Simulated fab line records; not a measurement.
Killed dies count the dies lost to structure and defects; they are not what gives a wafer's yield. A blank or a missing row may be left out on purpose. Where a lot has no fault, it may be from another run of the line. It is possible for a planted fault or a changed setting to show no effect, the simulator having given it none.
Split-lot experiment | flow n5 finfet | on a route of 1938 steps: 7 lots, 21 wafers read

## SPLIT DETAILS
At N5_BEOL_M7_COAT_71 (time 60 s, resist thk 5 nm), the setting spin rpm was moved away from the recipe's 1500 rpm on 7 of the 21 wafers read, by -3.3% to +10.9%. The other wafers ran this setting at the recipe's value.

## FROM SPLIT TO READING: 1 step shown by the file between the two
- N5_BEOL_M7_DESCUM_33: chemistry O2, time 7 s (also split here: time s)

## THE READING
etch.depth nm (the simulator's own value, which no gauge read), in nm, at N5_BEOL_M7_ETCH_72 (etches underlayer in N2/H2, target depth 6.5 nm, time 5.2 s). The file does not state a usual value for it. Here, 14 wafers ran the recipe; their average is 4.998 nm with a standard deviation of 0.013 nm.

wafer  | tool, chamber at the split | spin rpm as run, rpm | against the recipe | etch.depth nm, nm | against lot-mates on the recipe
L075.3 | litho track-04, 0          | 1500                 | recipe             | 5.015             | -
L075.5 | litho track-04, 0          | 1500                 | recipe             | 5.016             | -
L075.6 | litho track-04, 0          | 1500                 | recipe             | 5.024             | -
L080.1 | litho track-04, 0          | 1500                 | recipe             | 4.983             | -
L080.2 | litho track-04, 0          | 1500                 | recipe             | 4.99              | -
L080.4 | litho track-04, 0          | 1500                 | recipe             | 4.988             | -
L081.1 | litho track-04, 0          | 1664                 | +10.9%             | 4.743             | no lot-mate on the recipe
L081.4 | litho track-04, 0          | 1664                 | +10.9%             | 4.756             | no lot-mate on the recipe
L081.6 | litho track-04, 0          | 1664                 | +10.9%             | 4.751             | no lot-mate on the recipe
L087.1 | litho track-04, 0          | 1500                 | recipe             | 5.003             | -
L087.3 | litho track-04, 0          | 1500                 | recipe             | 4.993             | -
L087.4 | litho track-04, 0          | 1543                 | +2.9%              | 4.933             | -0.065
L089.2 | litho track-05, 0          | 1570                 | +4.7%              | 4.876             | -0.112
L089.4 | litho track-05, 0          | 1500                 | recipe             | 4.979             | -
L089.5 | litho track-05, 0          | 1500                 | recipe             | 4.996             | -
L090.1 | litho track-03, 0          | 1500                 | recipe             | 4.99              | -
L090.2 | litho track-03, 0          | 1500                 | recipe             | 4.99              | -
L090.5 | litho track-03, 0          | 1614                 | +7.6%              | 4.81              | -0.180
L094.1 | litho track-05, 0          | 1451                 | -3.3%              | 5.071             | +0.069
L094.5 | litho track-05, 0          | 1500                 | recipe             | 5.01              | -
L094.6 | litho track-05, 0          | 1500                 | recipe             | 4.995             | -

FIT RESULTS
A straight line over all 21 wafers: etch.depth nm changes by -0.023 nm for each +1% of spin rpm; r = -0.99; the points scatter about the line by 0.012 nm.
The same after taking each lot's own level away (the mean of its wafers on the recipe; 18 wafers): -0.0233 nm for each +1%; r = -1.00; scatter 0.0053 nm.
The reading moves by 0.25 nm for the largest change in spin rpm, on that fit.
The lots' own levels span 4.9870 to 5.0183 nm, that is 2.4 times the standard deviation above.
The two slopes are in agreement: the lot-to-lot level therefore moves the slope only a little.
Check: with one of the wafers moved furthest among these (+7.6%) left out of the fit, the line predicts -0.174 nm for it against its lot-mates. Against them it came out at -0.18 nm.

## OTHER SPLITS ON THESE WAFERS
Before the reading, these wafers also passed through other splits. Each is held against what the fit with the lots' levels taken away leaves over:
other split on the same wafers     | wafers away from the commonest value | r with etch.depth nm (lot level and that fit taken away)
N5_BEOL_M6_TRENCH_ETCH_37 source w | 6                                    | -0.18
N5_BEOL_M7_DESCUM_33 time s        | 8                                    | +0.01

## FILE'S OWN FIT
etch.depth nm changes by -0.0234 nm for each +1% of spin rpm, r = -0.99.
